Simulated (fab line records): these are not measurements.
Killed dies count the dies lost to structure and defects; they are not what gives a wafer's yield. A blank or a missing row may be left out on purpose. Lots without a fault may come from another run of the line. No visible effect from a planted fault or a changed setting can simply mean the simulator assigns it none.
Comparing a struck lot with a sound one + flow n5_finfet + 37 steps out of a route of 1938
Sound: the wafers L460.1, L460.4, L460.6. Wafers L458.1, L458.2, L458.3 were the ones struck. The cause is given at the end.
At each step with rows: each side's tool, then ch and its chambers, then its first start. Under that, the readings that differ: sound wafers + struck wafers + difference of the means + sigmas: that difference in standard deviations of wafers without a fault.
alike: same words and numbers on both sides, and readings whose means sit less than 2 such deviations apart. not compared: any withheld reading, any reading some wafer has no value for, any bound like >300 that may hide the same value, and any number with overlapping values for which the record gives no deviation.
A row with sigmas, a row that says differs or no value, or rows on one side alone: a step with any of these is where the two part. Numbers that have no deviation but don't overlap get no sigmas and don't part them. A reading missing from all wafers of one side parts the sides only when that side holds two or more wafers.

first, 9 steps without rows for these wafers: N5_HKMG_FIN_SOFTBAKE_44 (time 60 s); N5_HKMG_FIN_EXPOSE_46 (exposes mask NDIPOLE); N5_HKMG_FIN_PEB_47 (peb time 60 s); N5_HKMG_FIN_DEVELOP_48 (develop time 30 s); N5_HKMG_FIN_DESCUM_53 (chemistry O2, time 7.9 s); N5_HKMG_FIN_ETCH_54 (etches SiARC in CF4, target depth 45.5 nm, time 75.8 s); N5_HKMG_FIN_ETCH_55 (etches SOC in N2/H2, target depth 240 nm, time 300 s); N5_HKMG_FIN_STRIP_56 (strips in N2/H2); N5_HKMG_FIN_STRIP_57 (strips in CF4).
N5_HKMG_FIN_ETCH_58: etches SOC in N2/H2, target depth 215.8 nm, time 741 s.
  sound on rie_diel-01 ch 1,3, day 6 17:25; struck on rie_diel-01 ch 0,1,2, day 6 06:52
  no value came back on the struck wafers for any of 8 readings (bias_w (W), chamber_pressure_mTorr (mTorr) and others); on the sound wafers bias_w (W) reads 13.03 13.05 13.02
| reading                                   | sound             | struck            | difference | sigmas |
|-------------------------------------------|-------------------|-------------------|------------|--------|
| model.SOC_of_HKMG_FIN_COAT_41.thk_nm (nm) | 81 91.6 81.2      | 300.4 300.2 300.8 | +215.9     |        |
| model.HKMG_FIN.feature_depth_nm (nm)      | 218.8 207.4 218.8 | 241.6 254 240.2   | +30.3      |        |
  not compared: rf_hours_counter_h
N5_HKMG_FIN_STRIP_93: strips SOC in N2/H2, time 20 s.
  sound on rie_diel-01 ch 1,3, day 6 17:50; struck on rie_diel-01 ch 0,1,2, day 6 07:17
| reading                                   | sound      | struck            | difference | sigmas |
|-------------------------------------------|------------|-------------------|------------|--------|
| model.SOC_of_HKMG_FIN_COAT_41.thk_nm (nm) | 70.6 82 71 | 290.2 289.4 290.6 | +215.5     |        |
  alike: drypump_motor_current_A, oes_product_au, rf_vpp_V, showerhead_plenum_p_Torr, throttle_valve_pct
  not compared: rf_hours_counter_h
then, 24 steps without rows for these wafers: N5_HKMG_FIN_WET_ETCH_76 (etches Al2O3 in dNH4OH, stops on La2O3, target depth 2.25 nm, rinse time 30 s); N5_HKMG_FIN_STRIP_60 (strips in N2/H2, time 360 s); N5_HKMG_FIN_WET_ETCH_77 (etches La2O3 in dHCl, stops on HfO2, target depth 2 nm); N5_HKMG_FIN_WET_ETCH_78 (etches Al2O3 in dNH4OH, stops on La2O3, target depth 4.5 nm, rinse time 30 s); N5_HKMG_FIN_ALD_79 (deposits TiN, target thk 1.5 nm, pulse time 1 s, purge time 3 s); N5_HKMG_FIN_CVD_62 (deposits a-Si from Si2H6, target thk 3 nm, time 20.8 s); N5_HKMG_FIN_RTA_80 (time 2 s); N5_HKMG_FIN_PRECLEAN_64 (cleans in dHF, time 30 s); N5_HKMG_FIN_WET_ETCH_65 (etches a-Si in TMAH, stops on TiN, time 49 s, target depth 3 nm); N5_HKMG_FIN_WET_ETCH_81 (etches TiN in SC1, stops on HfO2, time 57 s, target depth 6 nm); N5_HKMG_FIN_WET_ETCH_82 (etches La2O3 in dHCl, stops on HfO2, target depth 2 nm, rinse time 30 s); N5_HKMG_FIN_ALD_36 (deposits TiN, target thk 1 nm, pulse time 1 s, purge time 3 s); N5_HKMG_FIN_PWFM_ALD_03 (deposits TiN, target thk 2 nm, pulse time 1 s, purge time 3 s); N5_HKMG_FIN_COAT_29 (time 60 s, resist thk 300 nm); N5_HKMG_FIN_COAT_30 (time 60 s, resist thk 35 nm); N5_HKMG_FIN_COAT_06 (resist thk 90 nm); N5_HKMG_FIN_EBR_08; N5_HKMG_FIN_SOFTBAKE_07 (time 60 s); N5_HKMG_FIN_EXPOSE_09 (exposes mask NWFM); N5_HKMG_FIN_PEB_10 (peb time 60 s); N5_HKMG_FIN_DEVELOP_11 (develop time 30 s); N5_HKMG_FIN_DESCUM_17 (chemistry O2, time 7.9 s); N5_HKMG_FIN_ETCH_31 (etches SiARC in CF4, target depth 45.5 nm, time 75.8 s); N5_HKMG_FIN_ETCH_32 (etches SOC in N2/H2, target depth 240 nm, time 300 s).
-- here the record skips 5 days between the struck wafers' starts before and after, leaving off in module HKMG_FIN and picking up in module BEOL_M4 (first step shown: number 1111 of the route) --
N5_BEOL_M4_RC_MEAS_101:
  sound on prober-01 ch 0, day 10 11:14; struck on prober-01 ch 0, day 11 02:23
| reading             | sound                   | struck                     | difference | sigmas      |
|---------------------|-------------------------|----------------------------|------------|-------------|
| IOFF_N (nA/um)      | 0.13 0.18 0.13          | 41.68 38.30 47.31          | +42.28     | +99 or more |
| IOFF_N_85C (nA/um)  | 2.6 3.4 2.6             | 330.2 312.5 374.5          | +336.2     | +99 or more |
| IOFF_N_LIN (nA/um)  | 0.063 0.079 0.062       | 18.717 17.492 20.402       | +18.802    | +99 or more |
| IOFF_N_LONG (nA/um) | 4.92e-05 4.96e-05 5e-05 | 0.011516 0.010917 0.011133 | +0.011139  | +99 or more |
| ION_N (uA/um)       | 670 664 661             | 988 991 979                | +321       | +25         |
| SS_N (mV/dec)       | 70.3 71.5 70.8          | 72.0 71.1 73.6             | +1.4       | +2          |
| VT_N (mV)           | 254 253 253             | 94 93 92                   | -160       | -40         |
| VT_N_LONG (mV)      | 276.4 275.8 276.0       | 119.6 122.0 120.9          | -155.2     | -71         |
| VT_P_LVT (mV)       | -99.3 -96.3 -99.2       | -247.6 -247.2 -247.3       | -149.1     | -53         |
  alike: DIBL_N, DIBL_P, IOFF_P, ION_P, SS_P, VT_P
-- the record jumps here: 4 days lie between the struck wafers' starts before and after (it left off in module BEOL_M4 and takes up again in module PASSIVATION, whose first step shown is number 1936 of the route) --
N5_PASSIVATION_PROBE_49:
  sound: prober-01 at day 14 23:10; struck: prober-02 at day 15 11:01
| reading                | sound          | struck            | difference | sigmas      |
|------------------------|----------------|-------------------|------------|-------------|
| sort_bin_4_leakage (%) | 0 0 0          | 91.61 92.29 90.93 | +91.61     | +99 or more |
| sort_n_pass            | 1056 1088 1071 | 0 0 0             | -1072      | -63         |
| sort_yield_pct (%)     | 89.5 92.2 90.8 | 0 0 0             | -91        | -65         |
  alike: defect_limited_yield, killed_at_M0_to_M3, killed_at_M4_up, killed_at_contacts, killed_at_front_end, killed_at_other, killed_dies, killed_open, killed_short, sort_bin_5_function, sort_bin_6_memory

## WHERE THEY PART
First at N5_HKMG_FIN_ETCH_58; last, within this record, at N5_PASSIVATION_PROBE_49.

WHY: whatever the simulator had introduced
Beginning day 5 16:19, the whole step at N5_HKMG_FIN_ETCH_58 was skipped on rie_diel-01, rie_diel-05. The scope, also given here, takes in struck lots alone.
